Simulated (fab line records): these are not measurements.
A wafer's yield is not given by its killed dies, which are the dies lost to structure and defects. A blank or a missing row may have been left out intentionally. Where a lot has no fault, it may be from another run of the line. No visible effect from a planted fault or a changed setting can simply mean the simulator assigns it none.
Chamber matching || flow n5-finfet || rie-diel-05 running N5_DUMMY_GATE_ETCH_36: 4 sister chambers
The step etches SiARC in CF4, target depth 13 nm. 18 wafers are shown with their chamber, then 9 later ones without.

EACH WAFER AND ITS CHAMBER
{"wafer": "L074.3", "chamber": 2, "showerhead-plenum-p-Torr (Torr)": 2.09, "throttle-valve-pct (%)": 15.57, "oes-product-au (a.u.)": 0.85}
{"wafer": "L074.5", "chamber": 0, "showerhead-plenum-p-Torr (Torr)": 2.04, "throttle-valve-pct (%)": 15.72, "oes-product-au (a.u.)": 0.72}
{"wafer": "L074.6", "chamber": 2, "showerhead-plenum-p-Torr (Torr)": 2.09, "throttle-valve-pct (%)": 15.57, "oes-product-au (a.u.)": 0.85}
{"wafer": "L075.1", "chamber": 0, "showerhead-plenum-p-Torr (Torr)": 2.04, "throttle-valve-pct (%)": 15.71, "oes-product-au (a.u.)": 0.71}
{"wafer": "L075.2", "chamber": 1, "showerhead-plenum-p-Torr (Torr)": 2.13, "throttle-valve-pct (%)": 15.80, "oes-product-au (a.u.)": 0.70}
{"wafer": "L075.6", "chamber": 3, "showerhead-plenum-p-Torr (Torr)": 2.28, "throttle-valve-pct (%)": 15.35, "oes-product-au (a.u.)": 0.94}
{"wafer": "L078.3", "chamber": 2, "showerhead-plenum-p-Torr (Torr)": 2.09, "throttle-valve-pct (%)": 15.58, "oes-product-au (a.u.)": 0.85}
{"wafer": "L078.4", "chamber": 0, "showerhead-plenum-p-Torr (Torr)": 2.04, "throttle-valve-pct (%)": 15.70, "oes-product-au (a.u.)": 0.72}
{"wafer": "L078.6", "chamber": 2, "showerhead-plenum-p-Torr (Torr)": 2.09, "throttle-valve-pct (%)": 15.60, "oes-product-au (a.u.)": 0.85}
{"wafer": "L081.1", "chamber": 3, "showerhead-plenum-p-Torr (Torr)": 2.27, "throttle-valve-pct (%)": 15.37, "oes-product-au (a.u.)": 0.90}
{"wafer": "L081.4", "chamber": 2, "showerhead-plenum-p-Torr (Torr)": 2.09, "throttle-valve-pct (%)": 15.60, "oes-product-au (a.u.)": 0.85}
{"wafer": "L081.5", "chamber": 3, "showerhead-plenum-p-Torr (Torr)": 2.27, "throttle-valve-pct (%)": 15.35, "oes-product-au (a.u.)": 0.92}
{"wafer": "L082.1", "chamber": 1, "showerhead-plenum-p-Torr (Torr)": 2.13, "throttle-valve-pct (%)": 15.79, "oes-product-au (a.u.)": 0.69}
{"wafer": "L082.3", "chamber": 3, "showerhead-plenum-p-Torr (Torr)": 2.27, "throttle-valve-pct (%)": 15.35, "oes-product-au (a.u.)": 0.91}
{"wafer": "L082.4", "chamber": 0, "showerhead-plenum-p-Torr (Torr)": 2.03, "throttle-valve-pct (%)": 15.73, "oes-product-au (a.u.)": 0.71}
{"wafer": "L084.2", "chamber": 2, "showerhead-plenum-p-Torr (Torr)": 2.09, "throttle-valve-pct (%)": 15.60, "oes-product-au (a.u.)": 0.85}
{"wafer": "L084.3", "chamber": 0, "showerhead-plenum-p-Torr (Torr)": 2.03, "throttle-valve-pct (%)": 15.72, "oes-product-au (a.u.)": 0.71}
{"wafer": "L084.5", "chamber": 0, "showerhead-plenum-p-Torr (Torr)": 2.03, "throttle-valve-pct (%)": 15.72, "oes-product-au (a.u.)": 0.71}

SIGNATURES (means of the wafers above)
{"reading": "showerhead-plenum-p-Torr", "chamber 0": 2.0350, "chamber 1": 2.1300, "chamber 2": 2.0900, "chamber 3": 2.2725, "scatter within a chamber": 0.00401}
{"reading": "throttle-valve-pct", "chamber 0": 15.7167, "chamber 1": 15.7950, "chamber 2": 15.5867, "chamber 3": 15.3550, "scatter within a chamber": 0.012}
{"reading": "oes-product-au", "chamber 0": 0.7133, "chamber 1": 0.6950, "chamber 2": 0.8500, "chamber 3": 0.9175, "scatter within a chamber": 0.00869}
Rule: for each reading, subtract the chamber's mean from the wafer's reading, divide by that reading's scatter and square the result; add these up over the readings and take the root, which gives the wafer's distance from the chamber. If the next closest chamber is less than 2 further off than the closest, the wafer can't be placed; otherwise it belongs to the closest. The scatter: take each reading less its chamber's mean, square it, sum over the shown wafers, divide by the number of wafers less the number of chambers, and take the root.

WAFERS WITHOUT THEIR CHAMBER
{"wafer": "L085.2", "showerhead-plenum-p-Torr (Torr)": 2.09, "throttle-valve-pct (%)": 15.62, "oes-product-au (a.u.)": 0.85}
{"wafer": "L085.3", "showerhead-plenum-p-Torr (Torr)": 2.13, "throttle-valve-pct (%)": 15.81, "oes-product-au (a.u.)": 0.69}
{"wafer": "L085.4", "showerhead-plenum-p-Torr (Torr)": 2.03, "throttle-valve-pct (%)": 15.73, "oes-product-au (a.u.)": 0.71}
{"wafer": "L087.1", "showerhead-plenum-p-Torr (Torr)": 2.09, "throttle-valve-pct (%)": 15.63, "oes-product-au (a.u.)": 0.83}
{"wafer": "L087.3", "showerhead-plenum-p-Torr (Torr)": 2.12, "throttle-valve-pct (%)": 15.82, "oes-product-au (a.u.)": 0.69}
{"wafer": "L087.6", "showerhead-plenum-p-Torr (Torr)": 2.27, "throttle-valve-pct (%)": 15.37, "oes-product-au (a.u.)": 0.89}
{"wafer": "L096.1", "showerhead-plenum-p-Torr (Torr)": 2.08, "throttle-valve-pct (%)": 15.64, "oes-product-au (a.u.)": 0.81}
{"wafer": "L096.2", "showerhead-plenum-p-Torr (Torr)": 2.03, "throttle-valve-pct (%)": 15.76, "oes-product-au (a.u.)": 0.70}
{"wafer": "L096.4", "showerhead-plenum-p-Torr (Torr)": 2.12, "throttle-valve-pct (%)": 15.87, "oes-product-au (a.u.)": 0.68}

WHICH CHAMBER EACH WENT THROUGH
{"wafer": "L085.2", "from the rows above": 2, "in truth": 2}
{"wafer": "L085.3", "from the rows above": 1, "in truth": 1}
{"wafer": "L085.4", "from the rows above": 0, "in truth": 0}
{"wafer": "L087.1", "from the rows above": 2, "in truth": 2}
{"wafer": "L087.3", "from the rows above": 1, "in truth": 1}
{"wafer": "L087.6", "from the rows above": 3, "in truth": 3}
{"wafer": "L096.1", "from the rows above": 2, "in truth": 2}
{"wafer": "L096.2", "from the rows above": 0, "in truth": 0}
{"wafer": "L096.4", "from the rows above": 1, "in truth": 1}
Placed correctly: 9 of 9. Left unplaced by these rows: 0. Number placed wrongly: 0.
